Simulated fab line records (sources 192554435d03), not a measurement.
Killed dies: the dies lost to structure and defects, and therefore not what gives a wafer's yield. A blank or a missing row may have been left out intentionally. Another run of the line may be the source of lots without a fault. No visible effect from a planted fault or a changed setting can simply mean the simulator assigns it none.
Lot-split experiment :: flow n5 finfet :: 7 lots, 21 wafers read, on a route of 1938 steps

THE SPLIT ITSELF
At N5_BEOL_M14_EXPOSE_07 (exposes mask V13), the setting dose mj was moved away from the recipe's 57 on 7 of the 21 wafers read, by -7.2% to +5.9%. For the rest of the wafers, this setting stayed at what the recipe calls for.

FROM THE SPLIT TO THE READING: what the file shows between them, 10 steps
- N5_BEOL_M14_PEB_08: peb time 90 s
- N5_BEOL_M14_DEVELOP_09: develop time 45 s
- N5_BEOL_M14_HARDBAKE_14: time 120 s
- N5_BEOL_M14_CD_MEAS_10: target cd 250 nm
- N5_BEOL_M14_ETCH_59: etches BARC in N2/H2, target depth 89 nm, overetch 26.7 nm, time 67.9 s (also split here: time s)
- N5_BEOL_M14_VIA_ETCH_16: etches SiO2 in C4F8/O2/Ar, target depth 1231.3 nm
- N5_BEOL_M14_STRIP_63: strips in O2
- N5_BEOL_M14_STRIP_64: strips in O2
- N5_BEOL_M14_STRIP_71: strips in post etch residue remover, time 60 s
- N5_BEOL_M14_SRD_72: time 30 s, dry time 30 s

THE READING
cd nm at N5_BEOL_M14_CD_MEAS_17, given in nm (cd target 250 nm). On this fab line, fault-free wafers typically give 250.6 nm with a standard deviation of 1.6 nm.

wafer: L079.1
tool, chamber at the split: krf scanner-02, 0
dose mj as run: 57
against the recipe: recipe
cd nm, nm: 251.6
against lot-mates on the recipe: -

wafer: L079.2
tool, chamber at the split: krf scanner-02, 0
dose mj as run: 57
against the recipe: recipe
cd nm, nm: 249.9
against lot-mates on the recipe: -

wafer: L079.5
tool, chamber at the split: krf scanner-02, 0
dose mj as run: 60.03
against the recipe: +5.3%
cd nm, nm: 259.1
against lot-mates on the recipe: +8.4

wafer: L081.2
tool, chamber at the split: krf scanner-01, 0
dose mj as run: 57
against the recipe: recipe
cd nm, nm: 249.6
against lot-mates on the recipe: -

wafer: L081.3
tool, chamber at the split: krf scanner-01, 0
dose mj as run: 57
against the recipe: recipe
cd nm, nm: 250.8
against lot-mates on the recipe: -

wafer: L081.6
tool, chamber at the split: krf scanner-01, 0
dose mj as run: 57
against the recipe: recipe
cd nm, nm: 251.9
against lot-mates on the recipe: -

wafer: L083.4
tool, chamber at the split: krf scanner-02, 0
dose mj as run: 60.35
against the recipe: +5.9%
cd nm, nm: 263.1
against lot-mates on the recipe: +11.9

wafer: L083.5
tool, chamber at the split: krf scanner-02, 0
dose mj as run: 57
against the recipe: recipe
cd nm, nm: 251.2
against lot-mates on the recipe: -

wafer: L083.6
tool, chamber at the split: krf scanner-02, 0
dose mj as run: 60.35
against the recipe: +5.9%
cd nm, nm: 261.0
against lot-mates on the recipe: +9.8

wafer: L089.1
tool, chamber at the split: krf scanner-02, 0
dose mj as run: 59.24
against the recipe: +3.9%
cd nm, nm: 258.2
against lot-mates on the recipe: +7.3

wafer: L089.4
tool, chamber at the split: krf scanner-02, 0
dose mj as run: 57
against the recipe: recipe
cd nm, nm: 250.2
against lot-mates on the recipe: -

wafer: L089.6
tool, chamber at the split: krf scanner-02, 0
dose mj as run: 57
against the recipe: recipe
cd nm, nm: 251.5
against lot-mates on the recipe: -

wafer: L091.1
tool, chamber at the split: krf scanner-02, 0
dose mj as run: 57
against the recipe: recipe
cd nm, nm: 249.5
against lot-mates on the recipe: -

wafer: L091.3
tool, chamber at the split: krf scanner-02, 0
dose mj as run: 57
against the recipe: recipe
cd nm, nm: 248.9
against lot-mates on the recipe: -

wafer: L091.4
tool, chamber at the split: krf scanner-02, 0
dose mj as run: 57
against the recipe: recipe
cd nm, nm: 250.5
against lot-mates on the recipe: -

wafer: L094.1
tool, chamber at the split: krf scanner-01, 0
dose mj as run: 52.92
against the recipe: -7.2%
cd nm, nm: 237.0
against lot-mates on the recipe: -11.7

wafer: L094.4
tool, chamber at the split: krf scanner-01, 0
dose mj as run: 57
against the recipe: recipe
cd nm, nm: 248.7
against lot-mates on the recipe: -

wafer: L094.6
tool, chamber at the split: krf scanner-01, 0
dose mj as run: 52.92
against the recipe: -7.2%
cd nm, nm: 238.5
against lot-mates on the recipe: -10.2

wafer: L095.1
tool, chamber at the split: krf scanner-01, 0
dose mj as run: 57
against the recipe: recipe
cd nm, nm: 254.0
against lot-mates on the recipe: -

wafer: L095.3
tool, chamber at the split: krf scanner-01, 0
dose mj as run: 57
against the recipe: recipe
cd nm, nm: 253.0
against lot-mates on the recipe: -

wafer: L095.6
tool, chamber at the split: krf scanner-01, 0
dose mj as run: 55.41
against the recipe: -2.8%
cd nm, nm: 246.5
against lot-mates on the recipe: -7.0

THE FIT
A straight line over all 21 wafers: cd nm changes by +1.81 nm for each +1% of dose mj; r = +0.98; the points scatter about the line by 1.4 nm.
The same after taking each lot's own level away (the mean of its wafers on the recipe; 21 wafers): +1.69 nm for each +1%; r = +0.98; scatter 1 nm.
According to that fit, moving dose mj by its largest amount changes the reading by 12 nm.
From 248.70 to 253.50 nm: that is the span of the lots' own levels, equal to 3.0 times the standard deviation above.
Consequently the slope shifts little with the lot-to-lot level, the two slopes agreeing.
Check: with one of the wafers moved furthest among these (-7.2%) left out of the fit, the line predicts -12.1 nm for it against its lot-mates. Against them it came out at -11.7 nm.

THE OTHER SPLITS THESE WAFERS WENT THROUGH
Before the reading, these wafers also passed through other splits. Each is held against what the fit with the lots' levels taken away leaves over:
other split on the same wafers: N5_BEOL_M13_ILD_DEP_00 time s
wafers away from the commonest value: 7
r with cd nm (lot level and that fit taken away): -0.24

other split on the same wafers: N5_BEOL_M13_COAT_58 spin rpm
wafers away from the commonest value: 5
r with cd nm (lot level and that fit taken away): +0.06

other split on the same wafers: N5_BEOL_M14_ETCH_59 time s
wafers away from the commonest value: 9
r with cd nm (lot level and that fit taken away): +0.04

THE WHOLE CHAIN: every reading that the file lists as answering this split, in the file's order
step: N5_BEOL_M14_CD_MEAS_10
what it does: target cd 250 nm
reading: cd nm
change (the file's fit): +1.69 nm for each +1% of the setting
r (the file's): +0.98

step: N5_BEOL_M14_CD_MEAS_17
what it does: target cd 250 nm
reading: cd nm
change (the file's fit): +1.71 nm for each +1% of the setting
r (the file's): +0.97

FILE'S OWN FIT
cd nm changes by +1.71 nm for each +1% of dose mj, r = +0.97.
